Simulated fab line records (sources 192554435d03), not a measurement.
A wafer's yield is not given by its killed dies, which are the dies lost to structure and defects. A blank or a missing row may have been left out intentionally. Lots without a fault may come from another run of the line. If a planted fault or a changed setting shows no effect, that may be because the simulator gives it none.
What tool caused it? + flow n5Finfet + 23 lots with 69 wafers sampled at 5 steps, on a route of 1938 steps

== WHAT THE GAUGES READ, wafer by wafer ==
N5_BEOL_M2_OVL_MEAS_29.
| lot  | measured     | on         | V1_OVL (nm)    |
|------|--------------|------------|----------------|
| L075 | day 6 22:11  | overlay-01 | 0.2 0.9 -0.3   |
| L074 | day 6 23:23  | overlay-01 | 0.1 0.6 0.6    |
| L076 | day 7 01:34  | overlay-02 | 0.1 0.2 -0.7   |
| L077 | day 7 14:58  | overlay-01 | 0.0 -0.1 -0.6  |
| L078 | day 7 15:11  | overlay-02 | 0.0 0.5 0.5    |
| L079 | day 7 18:10  | overlay-01 | 0.6 0.2 0.3    |
| L080 | day 8 05:05  | overlay-02 | -0.8 -1.1 -0.8 |
| L081 | day 8 13:15  | overlay-01 | -0.3 -0.9 0.5  |
| L082 | day 8 22:04  | overlay-01 | -0.3 0.1 0.3   |
| L083 | day 8 22:26  | overlay-01 | -1.1 1.1 1.4   |
| L084 | day 9 06:01  | overlay-02 | 0.4 0.8 1.0    |
| L085 | day 9 06:31  | overlay-01 | 1.8 1.9 0.8    |
| L086 | day 9 20:31  | overlay-02 | -1.0 -1.5 -1.5 |
| L088 | day 9 23:33  | overlay-02 | -0.6 -0.4 -0.9 |
| L087 | day 9 23:41  | overlay-01 | 0.8 -0.4 0.1   |
| L089 | day 10 06:38 | overlay-01 | 0.5 -0.4 0.5   |
| L090 | day 10 10:26 | overlay-02 | -0.9 0.0 -0.4  |
| L091 | day 10 15:33 | overlay-01 | 0.3 0.1 0.6    |
| L092 | day 10 21:56 | overlay-02 | 0.3 -0.1 0.5   |
| L093 | day 11 04:41 | overlay-01 | 0.3 0.1 -0.6   |
| L094 | day 11 08:22 | overlay-02 | -1.1 -1.0 0.1  |
| L095 | day 11 17:29 | overlay-02 | 0.5 0.1 -0.8   |
| L096 | day 12 19:20 | overlay-02 | -0.1 -0.3 -0.5 |

== WHAT TOOL EACH LOT RAN ON (gives the tool, then ch and the chambers of the sampled wafers, and finally the start) ==
| lot  | N5_BEOL_M1_ANNEAL_51            | N5_BEOL_M2_DESCUM_16              | N5_BEOL_M2_ETCH_74                | N5_BEOL_M2_ETCH_64                |
|------|---------------------------------|-----------------------------------|-----------------------------------|-----------------------------------|
| L075 | rtpAnneal-01 ch 0, day 6 18:56  | rieDiel-03 ch 0,2,3, day 6 21:16  | rieDiel-03 ch 0,2,3, day 6 21:18  | rieDiel-03 ch 0,2,3, day 6 21:20  |
| L074 | rtpAnneal-02 ch 0, day 6 20:22  | rieDiel-06 ch 0,2, day 6 22:28    | rieDiel-06 ch 0,2, day 6 22:31    | rieDiel-06 ch 0,2, day 6 22:33    |
| L076 | rtpAnneal-02 ch 0, day 6 20:58  | rieDiel-03 ch 0,1,3, day 7 00:31  | rieDiel-03 ch 0,1,3, day 7 00:32  | rieDiel-03 ch 0,1,3, day 7 00:35  |
| L077 | rtpAnneal-01 ch 0, day 7 08:49  | rieDiel-03 ch 0,1,3, day 7 14:11  | rieDiel-03 ch 0,1,3, day 7 14:14  | rieDiel-03 ch 0,1,3, day 7 14:16  |
| L078 | rtpAnneal-01 ch 0, day 7 10:42  | rieDiel-02 ch 0,1,3, day 7 14:17  | rieDiel-02 ch 0,1,3, day 7 14:19  | rieDiel-02 ch 0,1,3, day 7 14:22  |
| L079 | rtpAnneal-01 ch 0, day 7 13:37  | rieDiel-03 ch 2,3, day 7 17:23    | rieDiel-03 ch 2,3, day 7 17:25    | rieDiel-03 ch 2,3, day 7 17:28    |
| L080 | rtpAnneal-02 ch 0, day 8 02:04  | rieDiel-06 ch 0,3, day 8 04:12    | rieDiel-06 ch 0,3, day 8 04:14    | rieDiel-06 ch 0,3, day 8 04:17    |
| L081 | rtpAnneal-01 ch 0, day 8 10:23  | rieDiel-02 ch 0,1, day 8 12:17    | rieDiel-02 ch 0,1, day 8 12:19    | rieDiel-02 ch 0,1, day 8 12:22    |
| L082 | rtpAnneal-02 ch 0, day 8 15:34  | rieDiel-06 ch 0,1,3, day 8 21:07  | rieDiel-06 ch 0,1,3, day 8 21:10  | rieDiel-06 ch 0,1,3, day 8 21:12  |
| L083 | rtpAnneal-02 ch 0, day 8 18:45  | rieDiel-02 ch 0,1,2, day 8 21:17  | rieDiel-02 ch 0,1,2, day 8 21:19  | rieDiel-02 ch 0,1,2, day 8 21:22  |
| L084 | rtpAnneal-01 ch 0, day 9 00:56  | rieDiel-06 ch 0,1,2, day 9 05:01  | rieDiel-06 ch 0,1,2, day 9 05:02  | rieDiel-06 ch 0,1,2, day 9 05:05  |
| L085 | rtpAnneal-01 ch 0, day 9 03:40  | rieDiel-06 ch 0,1,2, day 9 05:43  | rieDiel-06 ch 0,1,2, day 9 05:45  | rieDiel-06 ch 0,1,2, day 9 05:48  |
| L086 | rtpAnneal-01 ch 0, day 9 17:22  | rieDiel-03 ch 2,3, day 9 19:34    | rieDiel-03 ch 2,3, day 9 19:36    | rieDiel-03 ch 2,3, day 9 19:39    |
| L088 | rtpAnneal-01 ch 0, day 9 20:54  | rieDiel-06 ch 0,2, day 9 22:43    | rieDiel-06 ch 0,2, day 9 22:44    | rieDiel-06 ch 0,2, day 9 22:47    |
| L087 | rtpAnneal-02 ch 0, day 9 21:04  | rieDiel-03 ch 0,1,2, day 9 22:53  | rieDiel-03 ch 0,1,2, day 9 22:55  | rieDiel-03 ch 0,1,2, day 9 22:58  |
| L089 | rtpAnneal-01 ch 0, day 10 03:49 | rieDiel-02 ch 0,3, day 10 05:43   | rieDiel-02 ch 0,3, day 10 05:46   | rieDiel-02 ch 0,3, day 10 05:48   |
| L090 | rtpAnneal-01 ch 0, day 10 07:39 | rieDiel-03 ch 0,1,3, day 10 09:32 | rieDiel-03 ch 0,1,3, day 10 09:35 | rieDiel-03 ch 0,1,3, day 10 09:37 |
| L091 | rtpAnneal-02 ch 0, day 10 10:59 | rieDiel-02 ch 0,2,3, day 10 14:38 | rieDiel-02 ch 0,2,3, day 10 14:41 | rieDiel-02 ch 0,2,3, day 10 14:43 |
| L092 | rtpAnneal-02 ch 0, day 10 18:12 | rieDiel-06 ch 1,2,3, day 10 21:02 | rieDiel-06 ch 1,2,3, day 10 21:04 | rieDiel-06 ch 1,2,3, day 10 21:07 |
| L093 | rtpAnneal-01 ch 0, day 11 01:14 | rieDiel-06 ch 0,2, day 11 03:15   | rieDiel-06 ch 0,2, day 11 03:17   | rieDiel-06 ch 0,2, day 11 03:20   |
| L094 | rtpAnneal-02 ch 0, day 11 05:01 | rieDiel-02 ch 0,1, day 11 07:27   | rieDiel-02 ch 0,1, day 11 07:29   | rieDiel-02 ch 0,1, day 11 07:32   |
| L095 | rtpAnneal-01 ch 0, day 11 13:18 | rieDiel-03 ch 0,1,3, day 11 16:42 | rieDiel-03 ch 0,1,3, day 11 16:44 | rieDiel-03 ch 0,1,3, day 11 16:47 |
| L096 | rtpAnneal-02 ch 0, day 12 14:40 | rieDiel-03 ch 0,1, day 12 18:26   | rieDiel-03 ch 0,1, day 12 18:28   | rieDiel-03 ch 0,1, day 12 18:31   |
- N5_BEOL_M1_ANNEAL_51: time 90 s.
- N5_BEOL_M2_DESCUM_16: chemistry O2, time 7 s.
- N5_BEOL_M2_ETCH_74: etches underlayer in N2/H2, target depth 6.5 nm, time 5.2 s.
- N5_BEOL_M2_ETCH_64: etches SOC in N2/H2, target depth 75 nm, overetch 22.5 nm, time 121.9 s.

== AS READ BY THE TOOLS THEMSELVES (means over the sampled wafers that have a number; for cases with no such wafer, the mark the record gives instead) ==
N5_BEOL_M1_ANNEAL_51.
| lot  | tool         | wafer_temp_C_max |
|------|--------------|------------------|
| L075 | rtpAnneal-01 | 226.27           |
| L074 | rtpAnneal-02 | 226.13           |
| L076 | rtpAnneal-02 | 226.12           |
| L077 | rtpAnneal-01 | 226.24           |
| L078 | rtpAnneal-01 | 226.21           |
| L079 | rtpAnneal-01 | 225.87           |
| L080 | rtpAnneal-02 | 225.97           |
| L081 | rtpAnneal-01 | 226.03           |
| L082 | rtpAnneal-02 | 225.96           |
| L083 | rtpAnneal-02 | 225.98           |
| L084 | rtpAnneal-01 | 226.16           |
| L085 | rtpAnneal-01 | 226.10           |
| L086 | rtpAnneal-01 | 226.50           |
| L088 | rtpAnneal-01 | 226.41           |
| L087 | rtpAnneal-02 | 226.11           |
| L089 | rtpAnneal-01 | 226.03           |
| L090 | rtpAnneal-01 | 226.11           |
| L091 | rtpAnneal-02 | 225.86           |
| L092 | rtpAnneal-02 | 226.10           |
| L093 | rtpAnneal-01 | 226.52           |
| L094 | rtpAnneal-02 | 226.16           |
| L095 | rtpAnneal-01 | 226.10           |
| L096 | rtpAnneal-02 | 225.68           |

N5_BEOL_M2_DESCUM_16.
| lot  | tool       | drypumpMotorCurrentA (A) | o2FlowSccm (sccm) | oesProductAu (a.u.) | rfVppV (V) | showerheadPlenumPTorr (Torr) | throttleValvePct (%) |
|------|------------|--------------------------|-------------------|---------------------|------------|------------------------------|----------------------|
| L075 | rieDiel-03 | 5.8                      | 224.7             | 0.80                | 243.4      | 2.11                         | 20.33                |
| L074 | rieDiel-06 | 6.0                      | 225.1             | 0.74                | 243.7      | 2.10                         | 20.56                |
| L076 | rieDiel-03 | 5.6                      | 225.5             | 0.79                | 242.9      | 2.14                         | 20.39                |
| L077 | rieDiel-03 | 5.6                      | 224.6             | 0.79                | 244.0      | 2.13                         | 20.39                |
| L078 | rieDiel-02 | 5.7                      | 224.8             | 0.71                | 244.3      | 2.11                         | 20.65                |
| L079 | rieDiel-03 | 6.0                      | 224.6             | 0.81                | 245.1      | 2.18                         | 20.37                |
| L080 | rieDiel-06 | 5.6                      | 224.6             | 0.74                | 243.0      | 2.11                         | 20.42                |
| L081 | rieDiel-02 | 5.8                      | 225.3             | 0.72                | 243.9      | 2.13                         | 20.59                |
| L082 | rieDiel-06 | 5.5                      | 224.9             | 0.73                | 242.2      | 2.08                         | 20.53                |
| L083 | rieDiel-02 | 5.6                      | 224.5             | 0.71                | 243.5      | 2.10                         | 20.44                |
| L084 | rieDiel-06 | 5.8                      | 225.0             | 0.81                | 243.7      | 2.16                         | 20.50                |
| L085 | rieDiel-06 | 5.8                      | 225.4             | 0.81                | 244.1      | 2.16                         | 20.50                |
| L086 | rieDiel-03 | 6.0                      | 224.0             | 0.74                | 243.7      | 2.12                         | 20.33                |
| L088 | rieDiel-06 | 6.1                      | 225.1             | 0.88                | 245.6      | 2.20                         | 20.27                |
| L087 | rieDiel-03 | 5.7                      | 224.8             | 0.72                | 242.2      | 2.07                         | 20.36                |
| L089 | rieDiel-02 | 5.6                      | 225.2             | 0.70                | 243.0      | 2.07                         | 20.75                |
| L090 | rieDiel-03 | 5.6                      | 225.2             | 0.76                | 244.1      | 2.12                         | 20.44                |
| L091 | rieDiel-02 | 5.5                      | 225.2             | 0.70                | 242.6      | 2.06                         | 20.54                |
| L092 | rieDiel-06 | 5.6                      | 224.7             | 0.79                | 243.9      | 2.10                         | 20.42                |
| L093 | rieDiel-06 | 6.0                      | 225.2             | 0.78                | 244.2      | 2.18                         | 20.44                |
| L094 | rieDiel-02 | 5.8                      | 225.1             | 0.69                | 243.5      | 2.13                         | 20.60                |
| L095 | rieDiel-03 | 5.6                      | 224.8             | 0.75                | 243.4      | 2.12                         | 20.44                |
| L096 | rieDiel-03 | 5.4                      | 224.7             | 0.69                | 242.6      | 2.09                         | 20.47                |

N5_BEOL_M2_ETCH_74.
| lot  | tool       | drypumpMotorCurrentA (A) | etchRfOnTimeS (s) | oesProductAu (a.u.) | rfVppV (V) | showerheadPlenumPTorr (Torr) | throttleValvePct (%) |
|------|------------|--------------------------|-------------------|---------------------|------------|------------------------------|----------------------|
| L075 | rieDiel-03 | 5.9                      | 5.21              | 0.68                | 524.0      | 2.56                         | 17.89                |
| L074 | rieDiel-06 | 6.0                      | 5.13              | 0.63                | 524.8      | 2.57                         | 18.04                |
| L076 | rieDiel-03 | 5.6                      | 5.17              | 0.68                | 524.3      | 2.60                         | 17.90                |
| L077 | rieDiel-03 | 5.6                      | 5.12              | 0.68                | 525.7      | 2.60                         | 17.91                |
| L078 | rieDiel-02 | 5.7                      | 5.25              | 0.61                | 523.4      | 2.55                         | 18.03                |
| L079 | rieDiel-03 | 6.0                      | 5.30              | 0.69                | 527.0      | 2.64                         | 17.79                |
| L080 | rieDiel-06 | 5.6                      | 5.19              | 0.64                | 524.3      | 2.58                         | 17.89                |
| L081 | rieDiel-02 | 5.8                      | 5.30              | 0.60                | 524.5      | 2.58                         | 18.02                |
| L082 | rieDiel-06 | 5.5                      | 5.16              | 0.62                | 523.4      | 2.54                         | 17.97                |
| L083 | rieDiel-02 | 5.6                      | 5.19              | 0.60                | 524.3      | 2.55                         | 17.92                |
| L084 | rieDiel-06 | 5.8                      | 5.17              | 0.69                | 526.4      | 2.63                         | 17.96                |
| L085 | rieDiel-06 | 5.8                      | 5.18              | 0.70                | 525.2      | 2.63                         | 17.97                |
| L086 | rieDiel-03 | 6.0                      | 5.28              | 0.63                | 525.4      | 2.57                         | 17.85                |
| L088 | rieDiel-06 | 6.1                      | 5.12              | 0.75                | 527.0      | 2.70                         | 17.75                |
| L087 | rieDiel-03 | 5.7                      | 5.18              | 0.61                | 522.2      | 2.53                         | 17.98                |
| L089 | rieDiel-02 | 5.6                      | 5.21              | 0.60                | 523.9      | 2.50                         | 18.11                |
| L090 | rieDiel-03 | 5.6                      | 5.18              | 0.65                | 525.6      | 2.59                         | 17.97                |
| L091 | rieDiel-02 | 5.5                      | 5.21              | 0.60                | 523.1      | 2.50                         | 17.97                |
| L092 | rieDiel-06 | 5.7                      | 5.19              | 0.67                | 523.5      | 2.55                         | 17.87                |
| L093 | rieDiel-06 | 6.0                      | 5.06              | 0.68                | 527.8      | 2.66                         | 17.91                |
| L094 | rieDiel-02 | 5.8                      | 5.34              | 0.59                | 524.9      | 2.57                         | 18.07                |
| L095 | rieDiel-03 | 5.6                      | 5.20              | 0.65                | 524.6      | 2.58                         | 17.99                |
| L096 | rieDiel-03 | 5.4                      | 5.11              | 0.60                | 523.6      | 2.55                         | 18.05                |

N5_BEOL_M2_ETCH_64.
| lot  | tool       | drypumpMotorCurrentA (A) | oesProductAu (a.u.) | rfVppV (V) | showerheadPlenumPTorr (Torr) | throttleValvePct (%) |
|------|------------|--------------------------|---------------------|------------|------------------------------|----------------------|
| L075 | rieDiel-03 | 5.8                      | 0.60                | 524.4      | 2.56                         | 17.85                |
| L074 | rieDiel-06 | 6.0                      | 0.56                | 524.4      | 2.57                         | 18.00                |
| L076 | rieDiel-03 | 5.6                      | 0.60                | 525.2      | 2.60                         | 17.86                |
| L077 | rieDiel-03 | 5.6                      | 0.60                | 525.7      | 2.60                         | 17.88                |
| L078 | rieDiel-02 | 5.7                      | 0.55                | 523.2      | 2.55                         | 18.01                |
| L079 | rieDiel-03 | 6.0                      | 0.62                | 525.6      | 2.64                         | 17.75                |
| L080 | rieDiel-06 | 5.6                      | 0.56                | 524.3      | 2.58                         | 17.86                |
| L081 | rieDiel-02 | 5.8                      | 0.54                | 525.7      | 2.58                         | 17.99                |
| L082 | rieDiel-06 | 5.5                      | 0.55                | 523.8      | 2.54                         | 17.94                |
| L083 | rieDiel-02 | 5.6                      | 0.53                | 523.7      | 2.55                         | 17.88                |
| L084 | rieDiel-06 | 5.8                      | 0.62                | 525.3      | 2.63                         | 17.92                |
| L085 | rieDiel-06 | 5.8                      | 0.61                | 526.2      | 2.63                         | 17.91                |
| L086 | rieDiel-03 | 6.0                      | 0.57                | 525.1      | 2.57                         | 17.81                |
| L088 | rieDiel-06 | 6.1                      | 0.66                | 527.5      | 2.69                         | 17.70                |
| L087 | rieDiel-03 | 5.6                      | 0.55                | 522.3      | 2.53                         | 17.93                |
| L089 | rieDiel-02 | 5.6                      | 0.54                | 523.0      | 2.50                         | 18.07                |
| L090 | rieDiel-03 | 5.6                      | 0.58                | 524.9      | 2.59                         | 17.92                |
| L091 | rieDiel-02 | 5.5                      | 0.53                | 522.9      | 2.50                         | 17.93                |
| L092 | rieDiel-06 | 5.6                      | 0.60                | 523.3      | 2.55                         | 17.80                |
| L093 | rieDiel-06 | 6.0                      | 0.59                | 528.2      | 2.66                         | 17.88                |
| L094 | rieDiel-02 | 5.8                      | 0.53                | 525.4      | 2.57                         | 18.02                |
| L095 | rieDiel-03 | 5.6                      | 0.57                | 525.5      | 2.58                         | 17.94                |
| L096 | rieDiel-03 | 5.4                      | 0.53                | 523.9      | 2.55                         | 18.00                |

== THE ANSWER, worked out from the rows above alone ==
Rule: usual is defined by the lots themselves. The widest of any qualifying gaps counts: lots, ordered by their means at a reading, are off when they make up no more than a third of the lots, leave a main group of 4 or more, and stand apart from it by 3 or more times the standard deviation of that group's means. A main group is skipped when, at the precision printed for the reading in the tables above, its means are all equal. Also off: a lot with no number at a reading for which 4 or more lots have one. Where the step has rows for the other lots, those lots are counted as sound. First the gauges in route order, then the tools' own readings, where a lot's mean is used as printed above. At the first step where some lot is off, the reading lying furthest off is the one used; lots without a number count as furthest.
Nothing can be told from this: no lot is off at any reading shown.

== WHAT HAD BEEN PUT IN BY THE SIMULATOR ==
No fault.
